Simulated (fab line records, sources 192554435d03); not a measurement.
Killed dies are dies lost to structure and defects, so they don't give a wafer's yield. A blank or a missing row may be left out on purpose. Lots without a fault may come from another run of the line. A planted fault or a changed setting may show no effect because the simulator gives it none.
Chamber matching | flow n5_finfet | N5_BEOL_M3_PRE_CLEAN_60 on cvd_co-02: 3 sister chambers
The step time 15 s. 3 wafers are shown with their chamber, then 12 later ones without.

WAFERS WITH THEIR CHAMBER
wafer  | chamber | heater_power_w (W)
L086.2 | 1       | 83
L086.4 | 0       | 94
L086.6 | 2       | 83

WAFERS WITHOUT THEIR CHAMBER
wafer  | heater_power_w (W)
L091.1 | 95
L091.2 | 81
L091.6 | 83
L093.1 | 92
L093.3 | 84
L093.4 | 98
L095.4 | 95
L095.5 | 85
L095.6 | 83
L096.4 | 81
L096.5 | 84
L096.6 | 96

WHICH CHAMBER EACH WENT THROUGH
wafer  | from the rows above     | in truth
L091.1 | 0                       | 0
L091.2 | can't be placed: 1 or 2 | 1
L091.6 | can't be placed: 1 or 2 | 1
L093.1 | 0                       | 0
L093.3 | can't be placed: 1 or 2 | 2
L093.4 | 0                       | 0
L095.4 | 0                       | 0
L095.5 | can't be placed: 1 or 2 | 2
L095.6 | can't be placed: 1 or 2 | 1
L096.4 | can't be placed: 1 or 2 | 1
L096.5 | can't be placed: 1 or 2 | 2
L096.6 | 0                       | 0
Placed correctly: 5 of 12. Can't be placed from these rows: 7 (the true chamber is among the candidates in 7). Placed wrongly: 0.
How it was worked out, from the rows above alone: a wafer's distance from a chamber is the root of the sum, over the readings, of the square of ((its reading less the chamber's mean) divided by the reading's scatter). The wafer belongs to the nearest chamber; if the next one is less than 2 further off, it can't be placed. A chamber's mean is the mean of its shown wafers. The scatter: with one shown wafer a chamber, the root of the mean of the squares of how far each hidden wafer lies from its nearest shown one.
